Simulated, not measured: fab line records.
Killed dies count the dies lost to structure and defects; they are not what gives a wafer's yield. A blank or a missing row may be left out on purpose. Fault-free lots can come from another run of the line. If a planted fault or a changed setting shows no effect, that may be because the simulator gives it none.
Which tool was responsible? | flow n5-finfet | 11 lots, 33 wafers sampled, at 3 steps of a route of 1938

== WHAT EACH GAUGE READ, for each wafer ==
N5_PASSIVATION_OVL_MEAS_66.
lot  | measured     | on         | PASS_OPEN_OVL (nm)
L666 | day 12 21:34 | overlay-02 | -9 -5 6
L667 | day 13 09:17 | overlay-02 | -5 -11 3
L665 | day 13 10:48 | overlay-01 | -5 -11 -10
L664 | day 14 16:40 | overlay-01 | 4 8 6
L669 | day 14 01:28 | overlay-02 | 7 5 8
L672 | day 14 17:50 | overlay-01 | 3 7 4
L681 | day 17 07:04 | overlay-02 | 9 6 7
L683 | day 18 05:05 | overlay-02 | 3 -5 1
L684 | day 18 17:32 | overlay-01 | -8 -2 -11
L685 | day 18 17:22 | overlay-01 | -10 1 -6
L687 | day 18 21:32 | overlay-02 | 6 4 -1

== WHAT TOOL EACH LOT RAN ON (gives the tool, then ch and the chambers of the sampled wafers, and finally the start) ==
lot  | N5_BEOL_M6_ECD_50              | N5_MIM_BOT_ETCH_ETCH_03
L666 | ecd-cu-02 ch 0,1, day 9 15:33  | rie-metal-01 ch 0,1, day 12 15:37
L667 | ecd-cu-02 ch 1, day 9 19:57    | rie-metal-02 ch 0,1, day 12 23:59
L665 | ecd-cu-01 ch 0, day 9 23:25    | rie-metal-03 ch 0,1, day 13 03:53
L664 | ecd-cu-01 ch 0,1, day 10 20:46 | rie-metal-03 ch 0,1, day 14 11:34
L669 | ecd-cu-02 ch 0,1, day 10 20:52 | rie-metal-01 ch 0,1, day 13 20:12
L672 | ecd-cu-02 ch 0,1, day 11 06:31 | rie-metal-01 ch 0,1, day 14 11:41
L681 | ecd-cu-01 ch 0,1, day 13 21:49 | rie-metal-01 ch 0,1, day 17 01:09
L683 | ecd-cu-02 ch 0,1, day 14 15:05 | rie-metal-03 ch 0,1, day 17 23:21
L684 | ecd-cu-02 ch 0,1, day 15 01:31 | rie-metal-01 ch 0,1, day 18 10:25
L685 | ecd-cu-02 ch 0,1, day 15 04:23 | rie-metal-02 ch 0,1, day 18 10:43
L687 | ecd-cu-02 ch 0,1, day 15 11:15 | rie-metal-03 ch 0,1, day 18 16:57
- N5_BEOL_M6_ECD_50: material Cu, target thk 300 nm.
- N5_MIM_BOT_ETCH_ETCH_03: etches the open film in Cl2/BCl3, target depth 12 nm.

== WHAT THE TOOLS THEMSELVES READ (means of the sampled wafers that have a number; where no wafer has one, the mark that the record gives instead) ==
N5_MIM_BOT_ETCH_ETCH_03.
lot  | tool         | drypump-motor-current-A (A) | he-backside-leak-sccm (sccm) | oes-product-au (a.u.) | throttle-valve-pct (%)
L666 | rie-metal-01 | 5.9                         | 3.7                          | 0.85                  | 27.9
L667 | rie-metal-02 | 5.4                         | 3.4                          | 0.90                  | 27.4
L665 | rie-metal-03 | 6.4                         | 3.4                          | 0.81                  | 27.6
L664 | rie-metal-03 | 6.4                         | 3.4                          | 0.79                  | 27.6
L669 | rie-metal-01 | 5.9                         | 3.5                          | 0.84                  | 27.9
L672 | rie-metal-01 | 5.9                         | 3.7                          | 0.84                  | 27.9
L681 | rie-metal-01 | 5.9                         | 3.7                          | 0.82                  | 27.9
L683 | rie-metal-03 | 6.5                         | 3.4                          | 0.94                  | 27.6
L684 | rie-metal-01 | 6.0                         | 3.6                          | 0.82                  | 27.9
L685 | rie-metal-02 | 5.2                         | 3.7                          | 0.75                  | 27.6
L687 | rie-metal-03 | 6.5                         | 3.3                          | 0.93                  | 27.6

== THE ANSWER, worked out from the rows above alone ==
Rule: what is usual is taken from the lots themselves. The widest of any qualifying gaps counts: lots, ordered by their means at a reading, are off when they make up no more than a third of the lots, leave a main group of 4 or more, and stand apart from it by 3 or more times the standard deviation of that group's means. If all means in a main group match to the digits the tables above print for the reading, that group is not used. A lot without any number at a reading at which 4 lots or more have one is off too. The other lots that the step has rows for count as sound. The gauges are gone through in route order, then the tools' own readings, and for those a lot's mean is taken as printed above. The first step at which some lot is off is used, and at that step the reading that is off furthest; a lot without a number counts as furthest.
None of the lots is off at any reading shown; this tells nothing.

== WHAT WAS PUT IN BY THE SIMULATOR ==
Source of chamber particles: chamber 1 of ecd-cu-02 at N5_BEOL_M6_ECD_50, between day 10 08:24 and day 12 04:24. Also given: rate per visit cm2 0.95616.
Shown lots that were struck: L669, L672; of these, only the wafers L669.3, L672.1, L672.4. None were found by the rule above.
